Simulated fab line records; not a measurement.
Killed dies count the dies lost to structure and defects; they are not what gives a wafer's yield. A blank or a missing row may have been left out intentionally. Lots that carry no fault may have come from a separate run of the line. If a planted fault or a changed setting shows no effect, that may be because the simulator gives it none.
Comparing a struck lot with a sound one | flow n5-finfet | 24 out of 1938 route steps
Sound: these wafers, L176.4, L176.5, L176.6. Wafers struck: L192.2, L192.3, L192.4. The cause comes at the end.
At each step with rows: each side's tool, then ch and its chambers, then its first start. Under that, the readings that differ: sound wafers | struck wafers | difference of the means | sigmas: that difference in standard deviations of wafers without a fault.
alike: readings with means less than 2 such deviations apart, plus words and numbers identical on both sides. not compared: withheld readings, readings lacking a value on some wafer, bounds such as >300 that could conceal the same value, and numbers that have no deviation in the record and whose values overlap.
The two part at a step that has a row with sigmas, a row that says differs or no value, or rows on one side only. Non-overlapping numbers with no deviation appear without sigmas and do not part them. Lack of a reading on every wafer of one side parts them only where that side has two or more wafers.

first, 11 steps without rows for these wafers: N5_BEOL_M1_ETCH_74 (etches underlayer in N2/H2, target depth 6.5 nm, time 5.2 s); N5_BEOL_M1_ETCH_63 (etches SiARC in CF4, target depth 15.6 nm, time 26 s); N5_BEOL_M1_ETCH_64 (etches SOC in N2/H2, target depth 75 nm, overetch 15 nm, time 112.5 s); N5_BEOL_M1_STRIP_65 (strips in N2/H2); N5_BEOL_M1_STRIP_75 (strips in N2/H2); N5_BEOL_M1_STRIP_66 (strips in CF4); N5_BEOL_M1_HM_OPEN_17 (chemistry Cl2/BCl3, target TiN, target depth 20 nm, overetch 6 nm); N5_BEOL_M1_STRIP_19 (strips in O2); N5_BEOL_M1_COAT_67 (time 60 s, resist thk 60 nm); N5_BEOL_M1_COAT_68 (time 60 s, resist thk 12 nm); N5_BEOL_M1_COAT_76 (time 60 s, resist thk 5 nm).
N5_BEOL_M1_COAT_22: resist thk 30 nm.
  sound on litho-track-01 ch 0, day 6 03:42; struck on litho-track-01 ch 0, day 10 03:18
  reading                                      | sound                | struck               | difference | sigmas
  spin-speed-rpm (rpm)                         | 1499.1 1498.9 1499.2 | 1835.4 1834.7 1834.5 | +335.8     | +99 or more
  model.CAR-EUV_of_BEOL_M1_COAT_22.thk-nm (nm) | 30 30 30             | 27 27 27.2           | -3         |
  alike: resist-line-temp-C
then, 9 steps without rows for these wafers: N5_BEOL_M1_EBR_24; N5_BEOL_M1_SOFTBAKE_23 (time 60 s); N5_BEOL_M1_EXPOSE_25 (exposes mask V0, defocus 5 nm, target cd 24 nm); N5_BEOL_M1_PEB_26 (peb time 60 s); N5_BEOL_M1_DEVELOP_27 (develop time 30 s); N5_BEOL_M1_DESCUM_33 (chemistry O2, time 7 s); N5_BEOL_M1_ETCH_77 (etches underlayer in N2/H2, target depth 6.5 nm, time 5.2 s); N5_BEOL_M1_ETCH_69 (etches SiARC in CF4, target depth 15.6 nm, time 26 s); N5_BEOL_M1_ALD_98 (deposits SiO2, target thk 2.5 nm, pulse time 1 s, co reactant pulse time 1 s).
N5_BEOL_M1_ETCHBACK_99: etches SiO2 in CHF3, target depth 5 nm, time 10.4 s.
  sound on rie-diel-04 ch 1,2,3, day 6 07:53; struck on rie-diel-02 ch 0,1,2, day 10 09:38
  reading                                      | sound          | struck      | difference                   | sigmas
  rf-hours-counter-h (h)                       | - - -          | 161 175 115 | no value on the sound wafers |
  model.CAR-EUV_of_BEOL_M1_COAT_22.thk-nm (nm) | 10.4 10.4 10.2 | 7.4 7.6 7.6 | -2.8                         |
  alike: drypump-motor-current-A, oes-product-au, rf-vpp-V, showerhead-plenum-p-Torr, throttle-valve-pct
then, 1 step without rows for these wafers: N5_BEOL_M1_ETCH_70 (etches SOC in N2/H2, target depth 80 nm, overetch 16 nm, time 120 s).
N5_BEOL_M4_RC_MEAS_101:
  sound on prober-02 ch 0, day 8 01:53; struck on prober-02 ch 0, day 12 05:26
  reading       | sound          | struck         | difference | sigmas
  SS_N (mV/dec) | 70.5 71.3 70.0 | 71.8 71.5 71.8 | +1.1       | +2
  alike: DIBL_N, DIBL_P, IOFF_N, IOFF_P, ION_N, ION_P, SS_P, VT_N, VT_P

WHERE THEY PART
Earliest at N5_BEOL_M1_COAT_22; latest, in this record, at N5_BEOL_M4_RC_MEAS_101.

WHY: the cause the simulator had injected
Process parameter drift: litho-track-01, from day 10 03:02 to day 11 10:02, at N5_BEOL_M1_COAT_22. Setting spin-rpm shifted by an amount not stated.
